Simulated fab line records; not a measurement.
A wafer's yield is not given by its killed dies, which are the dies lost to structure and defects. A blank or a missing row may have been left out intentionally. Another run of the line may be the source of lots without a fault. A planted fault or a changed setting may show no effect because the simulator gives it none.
Which tool is to blame?	flow n5 finfet	Sampling: 24 lots, 72 wafers, 4 of 1938 route steps

WHAT EACH GAUGE READ, for each wafer
N5_GATE_CUT_OVL_MEAS_14. Usual: GATE_CUT_OVL gives 0.1 nm (standard deviation 0.63).
lot	measured	on	GATE_CUT_OVL (nm)	flag
L074	day 4 13:02	overlay-02	-0.8 -0.4 -1.5	
L075	day 5 00:48	overlay-02	0.1 -0.1 -0.7	
L076	day 5 00:50	overlay-02	0.3 0.7 -0.5	
L077	day 5 07:37	overlay-01	0.2 0.2 0.7	
L078	day 5 13:43	overlay-02	-0.2 -0.1 0.9	
L079	day 5 20:50	overlay-02	0.9 1.5 -0.4	
L080	day 6 01:10	overlay-02	0.8 0.3 0.1	
L081	day 6 08:11	overlay-02	-0.3 -0.3 0.3	
L082	day 6 13:20	overlay-01	-0.5 1.4 -0.5	
L083	day 6 18:15	overlay-02	0.9 1.1 0.6	
L084	day 7 02:19	overlay-01	0.5 -0.1 0.0	
L085	day 7 08:47	overlay-01	0.1 0.3 -1.2	
L086	day 7 12:35	overlay-01	1.4 0.7 0.6	
L087	day 7 19:56	overlay-02	0.0 0.8 1.3	
L088	day 8 01:26	overlay-01	-0.9 0.3 -0.3	
L089	day 8 09:27	overlay-01	0.9 -0.3 0.3	
L090	day 8 12:06	overlay-01	0.1 1.2 0.2	
L091	day 8 17:49	overlay-01	0.6 -0.7 0.4	
L092	day 9 00:55	overlay-02	0.4 -0.5 -0.2	
L093	day 9 04:07	overlay-02	-0.3 0.2 -1.0	
L094	day 9 16:34	overlay-01	-0.3 -0.7 0.0	
L095	day 9 17:29	overlay-02	-1.1 -0.4 -0.7	
L096	day 10 01:58	overlay-01	-0.5 0.2 0.1	
L097	day 10 05:00	overlay-01	-0.3 0.0 -0.8	

EACH LOT AND THE TOOL THAT RAN IT (in order: tool; ch and the chambers of the sampled wafers; start)
lot	N5_HKMG_FIN_ALD_91	N5_HKMG_FIN_W_FILL_22	N5_GATE_CUT_ETCHBACK_00
L074	ald metal-02 ch 0,1,3, day 4 05:31	cvd w-01 ch 0,1, day 4 08:13	rie metal-03 ch 0, day 4 09:05
L075	ald metal-02 ch 1,3, day 4 16:04	cvd w-02 ch 0,1, day 4 18:39	rie metal-01 ch 0,1, day 4 19:30
L076	ald metal-03 ch 0,2, day 4 16:26	cvd w-01 ch 0,1, day 4 19:08	rie metal-03 ch 0, day 4 19:59
L077	ald metal-02 ch 2,3, day 4 23:53	cvd w-01 ch 0,1, day 5 02:59	rie metal-02 ch 0,1, day 5 03:50
L078	ald metal-01 ch 0,3, day 5 06:01	cvd w-01 ch 0,1, day 5 09:00	rie metal-02 ch 0,1, day 5 09:59
L079	ald metal-01 ch 0,2, day 5 13:05	cvd w-02 ch 0,1, day 5 15:43	rie metal-01 ch 0, day 5 16:37
L080	ald metal-02 ch 0,2,3, day 5 16:54	cvd w-01 ch 0,1, day 5 19:36	rie metal-02 ch 0, day 5 20:27
L081	ald metal-02 ch 0,3, day 6 00:38	cvd w-01 ch 0,1, day 6 03:31	rie metal-03 ch 0,1, day 6 04:24
L082	ald metal-02 ch 0,2,3, day 6 06:12	cvd w-01 ch 0,1, day 6 08:47	rie metal-03 ch 0,1, day 6 09:38
L083	ald metal-02 ch 0,1,2, day 6 11:10	cvd w-02 ch 0,1, day 6 13:48	rie metal-03 ch 0,1, day 6 14:40
L084	ald metal-02 ch 1,2,3, day 6 18:46	cvd w-01 ch 0,1, day 6 21:21	rie metal-03 ch 0,1, day 6 22:26
L085	ald metal-01 ch 0,1,3, day 7 01:16	cvd w-01 ch 0,1, day 7 03:55	rie metal-03 ch 0,1, day 7 04:47
L086	ald metal-01 ch 0,2,3, day 7 05:05	cvd w-01 ch 0,1, day 7 07:42	rie metal-03 ch 0,1, day 7 08:47
L087	ald metal-03 ch 0,3, day 7 12:25	cvd w-01 ch 0, day 7 15:19	rie metal-02 ch 0,1, day 7 16:11
L088	ald metal-01 ch 0,2,3, day 7 17:43	cvd w-01 ch 1, day 7 20:19	rie metal-02 ch 0,1, day 7 21:10
L089	ald metal-02 ch 0,2,3, day 8 01:57	cvd w-01 ch 0,1, day 8 04:52	rie metal-03 ch 0,1, day 8 05:43
L090	ald metal-03 ch 0,1,2, day 8 04:49	cvd w-01 ch 0,1, day 8 07:31	rie metal-02 ch 0,1, day 8 08:22
L091	ald metal-03 ch 0,2,3, day 8 09:34	cvd w-02 ch 0,1, day 8 12:08	rie metal-01 ch 0,1, day 8 13:00
L092	ald metal-01 ch 0,1,3, day 8 17:33	cvd w-01 ch 0,1, day 8 20:17	rie metal-02 ch 0,1, day 8 21:13
L093	ald metal-02 ch 0,2,3, day 8 20:55	cvd w-02 ch 0,1, day 8 23:35	rie metal-03 ch 0,1, day 9 00:27
L094	ald metal-02 ch 0,1,2, day 9 08:57	cvd w-01 ch 0,1, day 9 12:08	rie metal-03 ch 0,1, day 9 13:01
L095	ald metal-03 ch 1,3, day 9 10:21	cvd w-01 ch 0,1, day 9 12:56	rie metal-01 ch 0,1, day 9 13:47
L096	ald metal-01 ch 0,1,2, day 9 17:38	cvd w-01 ch 0,1, day 9 20:23	rie metal-01 ch 0,1, day 9 21:16
L097	ald metal-01 ch 0,3, day 9 21:43	cvd w-01 ch 0,1, day 10 00:25	rie metal-01 ch 0,1, day 10 01:17
- N5_HKMG_FIN_ALD_91: deposits TiN, target thk 1 nm, pulse time 1 s, purge time 3 s.
- N5_HKMG_FIN_W_FILL_22: material W, target thk 60 nm, time 18.2 s.
- N5_GATE_CUT_ETCHBACK_00: etches W in SF6/Cl2.

WHAT THE TOOLS THEMSELVES READ (means of the sampled wafers that have a number; where no wafer has one, the mark that the record gives instead)
N5_HKMG_FIN_ALD_91. Usual: heater power w 851 W, standard deviation 81; precursor pulse height rel 1.003, standard deviation 0.021.
lot	tool	heater power w (W)	precursor pulse height rel	flag
L074	ald metal-02	830	0.989	
L075	ald metal-02	844	1.006	
L076	ald metal-03	970	0.991	
L077	ald metal-02	800	1.003	
L078	ald metal-01	802	1.008	
L079	ald metal-01	887	1.024	
L080	ald metal-02	807	1.015	
L081	ald metal-02	790	1.019	
L082	ald metal-02	803	1.012	
L083	ald metal-02	855	1.015	
L084	ald metal-02	826	0.991	
L085	ald metal-01	871	0.989	
L086	ald metal-01	814	1.008	
L087	ald metal-03	936	1.001	
L088	ald metal-01	819	1.002	
L089	ald metal-02	819	1.008	
L090	ald metal-03	947	1.022	
L091	ald metal-03	956	0.985	
L092	ald metal-01	887	1.002	
L093	ald metal-02	812	1.007	
L094	ald metal-02	855	1.014	
L095	ald metal-03	907	1.002	
L096	ald metal-01	868	0.989	
L097	ald metal-01	869	0.993	

N5_HKMG_FIN_W_FILL_22. Usual: heater power w 806 W, standard deviation 45; throttle valve pct 19.9 %, standard deviation 0.99.
lot	tool	heater power w (W)	throttle valve pct (%)	flag
L074	cvd w-01	776	19.7	
L075	cvd w-02	847	18.8	
L076	cvd w-01	783	19.6	
L077	cvd w-01	792	20.4	
L078	cvd w-01	790	20.3	
L079	cvd w-02	849	18.8	
L080	cvd w-01	789	20.2	
L081	cvd w-01	787	20.3	
L082	cvd w-01	806	20.3	
L083	cvd w-02	855	18.6	
L084	cvd w-01	790	20.3	
L085	cvd w-01	787	19.9	
L086	cvd w-01	785	19.8	
L087	cvd w-01	804	20.9	
L088	cvd w-01	771	19.4	
L089	cvd w-01	800	20.5	
L090	cvd w-01	791	20.4	
L091	cvd w-02	882	19.4	
L092	cvd w-01	797	19.8	
L093	cvd w-02	898	19.7	
L094	cvd w-01	795	20.5	
L095	cvd w-01	780	20.0	
L096	cvd w-01	778	19.9	
L097	cvd w-01	800	20.5	

N5_GATE_CUT_ETCHBACK_00. Usual: drypump motor current A 5.6 A, standard deviation 0.34; oes product au 0.83 a.u., standard deviation 0.12; rf fwd power W 894 W, standard deviation 3.1; throttle valve pct 27.40 %, standard deviation 0.18.
lot	tool	drypump motor current A (A)	oes product au (a.u.)	rf fwd power W (W)	throttle valve pct (%)	flag
L074	rie metal-03	5.6	0.87	893	27.37	
L075	rie metal-01	5.2	0.80	895	27.40	
L076	rie metal-03	5.6	0.85	895	27.36	
L077	rie metal-02	5.6	0.59	895	27.77	
L078	rie metal-02	5.6	0.59	893	27.77	
L079	rie metal-01	5.1	0.90	895	27.29	
L080	rie metal-02	6.3	0.66	895	27.38	
L081	rie metal-03	5.7	0.92	894	27.28	
L082	rie metal-03	5.6	0.87	893	27.33	
L083	rie metal-03	5.7	0.91	893	27.28	
L084	rie metal-03	5.7	0.87	893	27.34	
L085	rie metal-03	5.7	0.86	894	27.33	
L086	rie metal-03	5.6	0.87	892	27.33	
L087	rie metal-02	5.6	0.89	892	27.62	
L088	rie metal-02	5.6	0.88	896	27.62	
L089	rie metal-03	5.7	0.88	894	27.30	
L090	rie metal-02	5.9	0.75	896	27.51	
L091	rie metal-01	5.4	0.89	899	27.33	
L092	rie metal-02	5.6	0.86	898	27.63	
L093	rie metal-03	5.7	0.87	890	27.30	
L094	rie metal-03	5.7	0.84	895	27.34	
L095	rie metal-01	5.4	0.88	892	27.33	
L096	rie metal-01	5.4	0.88	896	27.34	
L097	rie metal-01	5.3	0.85	897	27.32	

THE ANSWER, worked out from the rows above alone
Rule: a lot counts as off when the mean over its wafers that have a number is more than 3 standard deviations away from the usual mean. A lot without any number at a reading at which 4 lots or more have one is off too. Where the step has rows for the other lots, those lots are counted as sound. After the gauges, taken in route order, come the tools' own readings; for these a lot's mean is taken, as printed above. At the first step where some lot is off, the reading lying furthest off is the one used; lots without a number count as furthest.
No lot is off at any reading shown: from this, nothing can be told.

WHAT THE SIMULATOR HAD INSERTED
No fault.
